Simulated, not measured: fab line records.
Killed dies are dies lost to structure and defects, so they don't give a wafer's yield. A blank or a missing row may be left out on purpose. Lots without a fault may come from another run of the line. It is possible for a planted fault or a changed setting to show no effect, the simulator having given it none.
Split-lot study    flow n5 finfet    7 lots, 21 wafers read, on a route of 1938 steps

## SPLIT DETAILS
At N5_BEOL_M9_TRENCH_ETCH_37 (etches SiCOH lowk in C4F6/O2, target depth 151.43 nm, time 49 s), the setting bias w was moved away from the recipe's 185 W on 6 of the 21 wafers read, by -13.0% to +17.5%. For the rest of the wafers, this setting stayed at what the recipe calls for.

The reading comes from the split's own step.

## THE READING
rf vpp V, in V, at N5_BEOL_M9_TRENCH_ETCH_37 (etches SiCOH lowk in C4F6/O2, target depth 151.43 nm, time 49 s). Typical for fault-free wafers on this fab line: 667 V, with standard deviation 10 V.

wafer   tool, chamber at the split  bias w as run, W  against the recipe  rf vpp V, V  against lot-mates on the recipe
L074.3  rie diel-06, 3              185               recipe              655          -
L074.5  rie diel-06, 2              185               recipe              679          -
L074.6  rie diel-06, 1              185               recipe              664          -
L078.2  rie diel-05, 0              185               recipe              685          -
L078.5  rie diel-05, 3              185               recipe              669          -
L078.6  rie diel-05, 2              185               recipe              648          -
L079.1  rie diel-06, 3              217.4             +17.5%              744          +90
L079.2  rie diel-06, 3              217.4             +17.5%              746          +92
L079.3  rie diel-06, 3              185               recipe              654          -
L085.1  rie diel-06, 1              160.9             -13.0%              596          no lot-mate on the recipe
L085.3  rie diel-06, 3              160.9             -13.0%              587          no lot-mate on the recipe
L085.6  rie diel-06, 3              160.9             -13.0%              587          no lot-mate on the recipe
L096.2  rie diel-06, 0              185               recipe              653          -
L096.3  rie diel-06, 1              185               recipe              664          -
L096.6  rie diel-06, 2              185               recipe              678          -
L097.2  rie diel-03, 3              207.7             +12.3%              736          +65
L097.3  rie diel-03, 1              185               recipe              668          -
L097.4  rie diel-03, 0              185               recipe              674          -
L094.4  rie diel-05, 3              185               recipe              668          -
L094.5  rie diel-05, 1              185               recipe              668          -
L094.6  rie diel-05, 0              185               recipe              680          -

THE FIT
A straight line over all 21 wafers: rf vpp V changes by +5.19 V for each +1% of bias w; r = +0.97; the points scatter about the line by 11 V.
The same after taking each lot's own level away (the mean of its wafers on the recipe; 18 wafers): +5.21 V for each +1%; r = +0.96; scatter 9.4 V.
On that fit, the largest move of bias w shifts the reading by 91 V.
From 654.0 to 672.0 V: that is the span of the lots' own levels, equal to 1.8 times the standard deviation above.
Consequently the slope shifts little with the lot-to-lot level, the two slopes agreeing.
Check: +92.3 V against its lot-mates is what the line predicts for one of the wafers moved furthest among these (+17.5%) when that wafer is left out of the fit. Against them it came out at +90 V.
Tool readings at the split's step, against how far the setting was moved: rf vpp V r = +0.97.

## OTHER SPLITS ON THESE WAFERS
Before the reading, these wafers also passed through other splits. Each is held against what the fit with the lots' levels taken away leaves over:
other split on the same wafers    wafers away from the commonest value  r with rf vpp V (lot level and that fit taken away)
N5_BEOL_M5_VIA_ETCH_34 bias w     6                                     +0.12
N5_BEOL_M5_TRENCH_ETCH_37 time s  9                                     -0.06
N5_BEOL_M6_DESCUM_33 time s       11                                    -0.06
N5_BEOL_M7_DESCUM_33 time s       5                                     +0.00
N5_BEOL_M8_ILD_DEP_00 time s      9                                     -0.24
N5_BEOL_M8_PECVD_70 temp c        10                                    +0.01
N5_BEOL_M9_ETCH_66 time s         12                                    +0.07

## FILE'S OWN FIT
rf vpp V changes by +5.2 V for each +1% of bias w, r = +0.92.
